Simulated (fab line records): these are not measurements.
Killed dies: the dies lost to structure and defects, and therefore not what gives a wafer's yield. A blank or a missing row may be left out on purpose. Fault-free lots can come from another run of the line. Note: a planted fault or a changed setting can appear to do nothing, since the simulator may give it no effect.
Chamber matching | flow nand harc | NHARC_A_CONTACT_ETCH_91 on rie diel-08 has 4 sister chambers
The step etches the open film in CH3F/O2, target depth 40 nm, time 85.7 s. 30 wafers are shown with their chamber, then 12 later ones without.

== EACH WAFER AND ITS CHAMBER ==
wafer  | chamber | showerhead plenum p Torr (Torr) | drypump motor current A (A) | rf vpp V (V)
L074.4 | 0       | 2.53                            | 6.0                         | 247.3
L074.5 | 3       | 2.57                            | 5.8                         | 246.2
L074.6 | 2       | 2.57                            | 5.6                         | 246.3
L076.2 | 1       | 2.36                            | 6.1                         | 242.2
L076.4 | 2       | 2.57                            | 5.6                         | 244.4
L076.5 | 1       | 2.36                            | 6.1                         | 242.8
L079.1 | 2       | 2.57                            | 5.6                         | 245.4
L079.2 | 0       | 2.53                            | 6.0                         | 245.5
L079.4 | 1       | 2.36                            | 6.1                         | 243.7
L082.1 | 0       | 2.53                            | 6.0                         | 244.8
L082.3 | 2       | 2.57                            | 5.6                         | 246.0
L082.6 | 1       | 2.36                            | 6.1                         | 243.2
L084.2 | 2       | 2.57                            | 5.6                         | 245.5
L084.5 | 1       | 2.36                            | 6.1                         | 244.2
L084.6 | 2       | 2.57                            | 5.7                         | 244.4
L085.1 | 1       | 2.36                            | 6.1                         | 241.8
L085.2 | 2       | 2.57                            | 5.6                         | 245.5
L085.3 | 3       | 2.56                            | 5.9                         | 246.1
L086.3 | 3       | 2.56                            | 5.8                         | 244.8
L086.4 | 0       | 2.53                            | 6.0                         | 245.8
L086.6 | 2       | 2.57                            | 5.6                         | 246.9
L087.2 | 2       | 2.57                            | 5.6                         | 245.4
L087.5 | 1       | 2.36                            | 6.1                         | 242.9
L087.6 | 0       | 2.52                            | 6.0                         | 245.5
L089.2 | 3       | 2.56                            | 5.9                         | 246.7
L089.4 | 2       | 2.57                            | 5.6                         | 245.4
L089.5 | 1       | 2.36                            | 6.1                         | 244.6
L088.2 | 3       | 2.56                            | 5.8                         | 244.1
L088.4 | 3       | 2.56                            | 5.8                         | 246.0
L088.5 | 1       | 2.36                            | 6.1                         | 243.4

SIGNATURES, as means of the wafers listed above
reading                  | chamber 0 | chamber 1 | chamber 2 | chamber 3 | scatter within a chamber
showerhead plenum p Torr | 2.5280    | 2.3600    | 2.5700    | 2.5617    | 0.00251
drypump motor current A  | 6.000     | 6.100     | 5.610     | 5.833     | 0.0293
rf vpp V                 | 245.780   | 243.200   | 245.520   | 245.650   | 0.878
Rule: distance of a wafer from a chamber = root of the sum over the readings of ((wafer's reading minus chamber's mean) / reading's scatter) squared. The wafer belongs to the nearest chamber; if the next one is less than 2 further off, it can't be placed. The scatter: the root of (the sum of the squares of (reading less its chamber's mean) over the shown wafers, divided by (wafers less chambers)).

== WAFERS MISSING THEIR CHAMBER ==
wafer  | showerhead plenum p Torr (Torr) | drypump motor current A (A) | rf vpp V (V)
L091.3 | 2.52                            | 6.0                         | 245.2
L091.4 | 2.52                            | 6.0                         | 244.9
L091.6 | 2.56                            | 5.6                         | 246.4
L094.2 | 2.55                            | 5.9                         | 244.3
L094.4 | 2.56                            | 5.6                         | 245.4
L094.6 | 2.56                            | 5.7                         | 246.3
L095.2 | 2.35                            | 6.1                         | 242.9
L095.4 | 2.55                            | 5.8                         | 246.5
L095.6 | 2.52                            | 6.0                         | 244.6
L097.2 | 2.35                            | 6.1                         | 242.6
L097.4 | 2.52                            | 6.0                         | 245.8
L097.6 | 2.35                            | 6.1                         | 242.7

== CHAMBER TAKEN BY EACH ==
wafer  | from the rows above     | in truth
L091.3 | 0                       | 0
L091.4 | 0                       | 0
L091.6 | 2                       | 2
L094.2 | 3                       | 3
L094.4 | 2                       | 2
L094.6 | can't be placed: 3 or 2 | 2
L095.2 | 1                       | 1
L095.4 | 3                       | 3
L095.6 | 0                       | 0
L097.2 | 1                       | 1
L097.4 | 0                       | 0
L097.6 | 1                       | 1
Placed correctly: 11 of 12. Unplaceable from these rows: 1, with the true chamber sitting among the candidates in 1. 0 placed wrongly.
